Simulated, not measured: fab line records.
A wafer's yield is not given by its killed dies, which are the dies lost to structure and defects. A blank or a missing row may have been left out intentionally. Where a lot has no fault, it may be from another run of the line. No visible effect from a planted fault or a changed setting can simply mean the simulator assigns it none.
Matching of chambers / flow n5Finfet / N5_BEOL_M10_CURE_72 on uvCure-02: 3 sister chambers
The step cures SiCOH lowk, time 120 s. 3 wafers are shown with their chamber, then 11 later ones without.

EACH WAFER AND ITS CHAMBER
wafer=L089.5 chamber=1 wafer_temp_C_max=371.4
wafer=L090.6 chamber=2 wafer_temp_C_max=372.4
wafer=L093.2 chamber=0 wafer_temp_C_max=372.0

WAFERS WHOSE CHAMBER IS MISSING
wafer=L093.5 wafer_temp_C_max=372.4
wafer=L093.6 wafer_temp_C_max=372.1
wafer=L095.2 wafer_temp_C_max=370.9
wafer=L095.3 wafer_temp_C_max=372.4
wafer=L095.5 wafer_temp_C_max=371.8
wafer=L094.1 wafer_temp_C_max=371.9
wafer=L094.5 wafer_temp_C_max=372.5
wafer=L094.6 wafer_temp_C_max=371.7
wafer=L096.1 wafer_temp_C_max=371.4
wafer=L096.2 wafer_temp_C_max=371.6
wafer=L096.5 wafer_temp_C_max=371.5

WHICH CHAMBER EACH WENT THROUGH
wafer=L093.5; from the rows above=can't be placed: 2 or 0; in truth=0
wafer=L093.6; from the rows above=can't be placed: 0 or 2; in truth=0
wafer=L095.2; from the rows above=1; in truth=1
wafer=L095.3; from the rows above=can't be placed: 2 or 0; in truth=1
wafer=L095.5; from the rows above=can't be placed: 0 or 1 or 2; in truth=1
wafer=L094.1; from the rows above=can't be placed: 0 or 1 or 2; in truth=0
wafer=L094.5; from the rows above=can't be placed: 2 or 0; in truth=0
wafer=L094.6; from the rows above=can't be placed: 0 or 1 or 2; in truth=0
wafer=L096.1; from the rows above=1; in truth=1
wafer=L096.2; from the rows above=can't be placed: 1 or 0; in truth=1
wafer=L096.5; from the rows above=can't be placed: 1 or 0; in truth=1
2 of 11 placed correctly. From these rows, 9 cannot be placed; in 8 the true chamber is one of the candidates. Number placed wrongly: 0.
How it was worked out, from the rows above alone: a wafer's distance from a chamber is the root of the sum, over the readings, of the square of ((its reading less the chamber's mean) divided by the reading's scatter). The wafer belongs to the nearest chamber; if the next one is less than 2 further off, it can't be placed. Each chamber's mean is taken over the wafers shown for it. The scatter: root of mean squared gap, hidden wafer to nearest shown wafer, with one shown wafer a chamber.
